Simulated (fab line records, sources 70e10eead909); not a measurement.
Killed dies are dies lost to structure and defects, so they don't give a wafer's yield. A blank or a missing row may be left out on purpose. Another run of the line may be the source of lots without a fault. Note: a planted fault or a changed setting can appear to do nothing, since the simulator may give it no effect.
Problem report in the 8D (eight disciplines) form, filled by code	flow nand-harc	the parts of the form that need people (team, actions taken, sign-off) are left out

## 1. WHAT IS WRONG
killed-at-array at NHARC_END_SORT_01 reads a mean of 551 on 1 wafer of 1 lot; wafers without a fault read 29 with a standard deviation of 11. Relative to the usual mean, that is a shift of +47 standard deviations.
Earliest sighting: wafer L673.5 on prober-01 at day 25 19:32. At this step, 9 wafers from 3 lots have a number in the record. By rule, "out" or "out of limits" means more than 4 standard deviations away from the usual mean. The other wafers with a number count as sound.

## 2. WHAT THIS IS AND IS NOT
question	is	is not
which readings at this step	killed-at-array, killed-dies	killed-at-other, killed-at-periphery, killed-open, killed-short
which lots	L673	L654, L659
which wafers of those lots	L673.5	L673.2, L673.6
read on which gauges	prober-01	prober-02
when	from day 25 19:32	up to then (7 sound wafers); but 1 sound wafer of L673 came after

## 3. WHAT RULES OUT EACH SUSPECT
Counting: if a tool at a process step up to the reading ran every lot that is out, it stays a suspect. Sound lots after the first of them don't rule it out here, since some wafers of a struck lot are sound.
- the gauge at NHARC_END_SORT_01: kept. All the wafers that are out were read on prober-01, and no step on other tools shows them out.
- acl-dep-01 at NHARC_A_SLIT_DEP_00 (deposits aC, target thk 3200 nm): kept. The lot that is out, L673, ran on it at day 20 04:31; the last sound lot it ran before that was L654, at day 15 01:15.
- pvd-sputter-01 at NHARC_THIN_TSV_PVD_51 (deposits Cu, target thk 100 nm): kept. The lot that is out, L673, ran on it at day 24 18:56; the last sound lot it ran before that was L659, at day 21 08:19. NHARC_THIN_TSV_PVD_51: start missing for some lots; hours and lot order therefore follow NHARC_THIN_TSV_DEGAS_53.
- pvd-sputter-01 at NHARC_THIN_TSV_DEGAS_53 (time 60 s): kept. It ran the lot that is out, L673 (day 24 18:56).
Left after counting: acl-dep-01 at NHARC_A_SLIT_DEP_00, pvd-sputter-01 at NHARC_THIN_TSV_PVD_51, pvd-sputter-01 at NHARC_THIN_TSV_DEGAS_53, prober-01 at NHARC_END_SORT_01.

## 4. THE CAUSE (what the simulator had put in)
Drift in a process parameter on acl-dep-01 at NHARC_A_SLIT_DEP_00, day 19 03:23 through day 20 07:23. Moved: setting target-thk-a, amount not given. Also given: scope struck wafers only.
Of the 4 suspects that counting leaves, this tool is one.

## 5. THE EFFECT CHAIN, in route order
Rows list readings where the struck wafers' mean (over those with a number) sits beyond 3 standard deviations from the usual. Scope: only readings with a usual standard deviation given in the record; hours: median across lots of the time from each lot's start at the first step in this table that gives one to its start at this step; sigmas: change in usual standard deviations.
hours	step	reading	usual	on struck wafers	change	sigmas
0	NHARC_END_SORT_01	killed-at-array	29	551	+522	+47
0	NHARC_END_SORT_01	killed-dies	33	552	+519	+43

## 6. HOW IT WOULD HAVE BEEN CAUGHT EARLIER
The first out-of-limits reading at a measuring or inspecting step in this record came at day 25 19:32, 160 hours after the fault's start at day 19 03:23.
No tool reading at NHARC_A_SLIT_DEP_00 that has a usual standard deviation in the record was out on any struck wafer, so an alarm limit of 4 standard deviations on those readings would not have fired.
Each of the lots that are out, 1 in all, had begun NHARC_A_SLIT_DEP_00 on acl-dep-01 no later than day 25 19:32. A hold on the tool at that time would have spared none of them.
